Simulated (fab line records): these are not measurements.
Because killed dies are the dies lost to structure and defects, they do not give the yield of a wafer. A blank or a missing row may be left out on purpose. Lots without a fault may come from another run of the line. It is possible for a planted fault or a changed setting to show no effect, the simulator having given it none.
One fault seen from 2 desks    flow n5_finfet    every desk sees just its own numbers, and what lay behind them comes last

## FOR THE TOOL OWNER'S DESK: rie_diel-01
The tool's own readings at N5_BEOL_M5_ETCH_72 (etches underlayer in N2/H2, target depth 6.5 nm, time 5.2 s): means of the sampled wafers that have a number, for each lot that ran on this tool. If a lot's mean is further than 4 standard deviations from the usual mean, the lot is out of limits and carries the mark OUT (the distance appears in the brackets).
Columns: A = bias_w at N5_BEOL_M5_ETCH_72, usual 149.9 W; B = drypump_motor_current_A at N5_BEOL_M5_ETCH_72, usual 5.7 A; C = etch_rf_on_time_s at N5_BEOL_M5_ETCH_72, usual 5.17 s; D = oes_product_au at N5_BEOL_M5_ETCH_72, usual 0.69 a.u.; E = rf_vpp_V at N5_BEOL_M5_ETCH_72, usual 523.6 V; F = showerhead_plenum_p_Torr at N5_BEOL_M5_ETCH_72, usual 2.53 Torr; G = throttle_valve_pct at N5_BEOL_M5_ETCH_72, usual 17.83 %
lot   first seen here  A                B    C     D     E                F     G
L786  day 9 08:50      149.7            5.4  5.08  0.77  523.6            2.52  17.52
L789  day 9 17:26      150.3            5.7  5.14  0.71  524.1            2.50  17.69
L792  day 10 16:00     149.4            5.4  5.17  0.72  523.8            2.55  17.64
L796  day 11 20:11     150.1            6.2  5.18  0.66  523.0            2.52  17.86
L797  day 12 05:41     150.2            6.4  5.28  0.67  524.1            2.56  17.81
L802  day 13 04:52     164.4 (+33) OUT  5.7  4.94  0.70  550.8 (+11) OUT  2.49  17.76
This desk finds L802 out of limits, L802 being first, at day 13 04:52 (bias_w at N5_BEOL_M5_ETCH_72). Within limits: L786, L789, L792, L796, L797.

## AT THE METROLOGY DESK
What the gauges read for every lot (on any tool): the sampled wafers with a number, averaged. If a lot's mean is further than 4 standard deviations from the usual mean, the lot is out of limits and carries the mark OUT (the distance appears in the brackets).
Columns: A = cd_nm at N5_BEOL_M5_CD_MEAS_11, usual 28.03 nm; B = cd_nm at N5_BEOL_M5_CD_MEAS_18, usual 28.03 nm
lot   first seen here  A      B
L786  day 9 08:41      28.14  28.05
L789  day 9 17:02      28.27  27.90
L790  day 10 09:03     28.06  28.05
L792  day 10 15:14     28.08  28.17
L795  day 11 13:27     28.07  28.53
L796  day 11 20:02     28.00  27.86
L797  day 12 05:32     28.13  28.28
L802  day 13 04:42     28.37  28.16
L806  day 14 05:22     28.05  27.85
L808  day 14 20:03     28.10  28.10
L809  day 15 09:01     27.91  28.13
This desk's finding: nothing out of limits on any of the 11 lots.

## BROUGHT TOGETHER
On L802, at day 13 04:52, an alarm was possible from the tool owner's desk.
At the metrology desk, nothing out of limits was observed.
The metrology desk has L802 on record, within its limits.
N5_BEOL_M5_ETCH_72 was run on rie_diel-01 by each of the lots named.

## WHAT THE SIMULATOR HAD PUT IN
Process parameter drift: rie_diel-01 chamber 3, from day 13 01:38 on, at N5_BEOL_M5_ETCH_72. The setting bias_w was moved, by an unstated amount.
Lots struck among those shown: L802.
Hours from the fault's start to each desk's first reading out of limits: the tool owner's desk, 3.
